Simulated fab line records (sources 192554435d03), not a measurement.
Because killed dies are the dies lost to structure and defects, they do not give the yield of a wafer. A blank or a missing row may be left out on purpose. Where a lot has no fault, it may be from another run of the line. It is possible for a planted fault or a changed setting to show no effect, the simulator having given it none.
A struck lot beside a sound one / flow n5_finfet / 23 steps out of a route of 1938
Sound: these wafers, L934.1, L934.3, L934.6. Wafers struck: L935.2, L935.3, L935.6. Last of all comes the cause.
For every step that has rows: the tool of each side, followed by ch and its chambers, followed by its first start. Under that, the readings that differ: sound wafers / struck wafers / difference of the means / sigmas: that difference in standard deviations of wafers without a fault.
alike: readings with means less than 2 such deviations apart, plus words and numbers identical on both sides. not compared: withheld readings, readings lacking a value on some wafer, bounds such as >300 that could conceal the same value, and numbers that have no deviation in the record and whose values overlap.
Wherever a step has rows on one side only, a row that says differs or no value, or a row with sigmas, the two part there. Numbers that have no deviation but don't overlap get no sigmas and don't part them. A reading missing from all wafers of one side parts the sides only when that side holds two or more wafers.

first, 1 step without rows for these wafers: N5_BEOL_M0_DEGAS_112 (time 60 s).
N5_BEOL_M0_PRE_CLEAN_113: time 30 s.
  sound: pvd_sputter-03 at day 7 20:49; struck: pvd_sputter-01 at day 8 00:56
  alike: heater_power_w, susceptor_temp_C
N5_BEOL_M0_ALD_136: deposits TaN, pulse time 2 s, purge time 3 s, co reactant purge time 2 s.
  sound on ald_metal-03 ch 0,2,3, day 7 20:52; struck on ald_metal-04 ch 0,1,2, day 8 01:01
  alike: heater_power_w, precursor_vessel_temp_c, susceptor_temp_C
then, 4 steps without rows for these wafers: N5_BEOL_M0_SURFACE_TREAT_137; N5_BEOL_M0_CVD_115 (deposits Co from CCTBA/H2, time 120 s); N5_BEOL_M0_SPUTTER_116 (material Cu, target thk 4 nm, time 7.37 s); N5_BEOL_M0_ANNEAL_117 (time 60 s).
N5_BEOL_M0_SPUTTER_132: material Cu, target thk 4 nm, time 7.37 s.
  sound: pvd_sputter-03 at day 7 21:28; struck: pvd_sputter-01 at day 8 01:36
reading=throttle_valve_pct (%); sound=30.1 29.1 30.2; struck=32.8 31.7 33.3; difference=+2.8; sigmas=+2
  alike: susceptor_temp_C
then, 2 steps without rows for these wafers: N5_BEOL_M0_ANNEAL_133 (time 60 s); N5_BEOL_M0_SPUTTER_134 (material Cu, target thk 4 nm, time 7.37 s).
N5_BEOL_M0_ANNEAL_135: time 60 s.
  sound: pvd_sputter-03 at day 7 21:40; struck: pvd_sputter-01 at day 8 01:48
  alike: heater_power_w, susceptor_temp_C
then, 1 step without rows for these wafers: N5_BEOL_M0_SPUTTER_141 (material Cu, target thk 4 nm, time 7.37 s).
N5_BEOL_M0_ECD_118: material Cu, target thk 300 nm.
  sound on ecd_cu-02 ch 0,1, day 7 21:50; struck on ecd_cu-01 ch 0,1, day 8 01:58
then, 1 step without rows for these wafers: N5_BEOL_M0_ANNEAL_119 (time 90 s).
N5_BEOL_M0_CMP_120: polishes, stops on SiOC, t overpolish 6.9 s.
  sound on cmp-02 ch 0,1,3, day 7 22:17; struck on cmp-03 ch 0,1,2, day 8 02:20
reading=time_to_endpoint_s (s); sound=61 59 60; struck=0 3 2; difference=-58; sigmas=-17
  alike: edge_zone_pressure_frac, motor_current_A
then, 3 steps without rows for these wafers: N5_BEOL_M0_PRE_CLEAN_131 (time 15 s); N5_BEOL_M0_CO_CAP_123 (material Co, precursor CCTBA/H2, target thk 2 nm, time 102.1 s); N5_BEOL_M0_PRE_CLEAN_124 (time 15 s).
N5_BEOL_M0_DEP_125: deposits SiCN from 3MS/NH3, target thk 8 nm, time 14 s.
  sound on pecvd-01 ch 1,2, day 7 22:42; struck on pecvd-01 ch 0,1,2, day 8 02:49
  alike: showerhead_plenum_p_Torr, showerhead_vpp_V, throttle_valve_pct
N5_BEOL_M0_RS_MEAS_126: the measuring method here is four-point-probe.
  sound: film_metro-01 at day 7 22:46; struck: film_metro-01 at day 8 02:53
reading=M0_RS (ohm/sq); sound=0.520 0.544 0.531; struck=89.642 97.245 89.606; difference=+91.633; sigmas=+99 or more
N5_BEOL_M0_INSPECT_127: inspects for defects (darkfield).
  sound: defect_inspect-02 at day 7 22:47; struck: defect_inspect-02 at day 8 02:55
  alike: raw_defect_count
N5_BEOL_M4_RC_MEAS_101:
  the record has rows for the sound wafers here (prober-01 ch 0, day 10 21:26) and none for the struck ones
-- a jump in the record: the struck wafers' starts before and after are 8 days apart (it breaks off in module BEOL_M4 and resumes in module PASSIVATION, where the first step shown is number 1936 of the route) --
N5_PASSIVATION_PROBE_49:
  the record has rows for the struck wafers here (prober-02, day 16 03:19) and none for the sound ones

== WHERE THEY PART ==
At N5_BEOL_M0_SPUTTER_132 first; at N5_PASSIVATION_PROBE_49 last (within this record only).

WHY: whatever the simulator had introduced
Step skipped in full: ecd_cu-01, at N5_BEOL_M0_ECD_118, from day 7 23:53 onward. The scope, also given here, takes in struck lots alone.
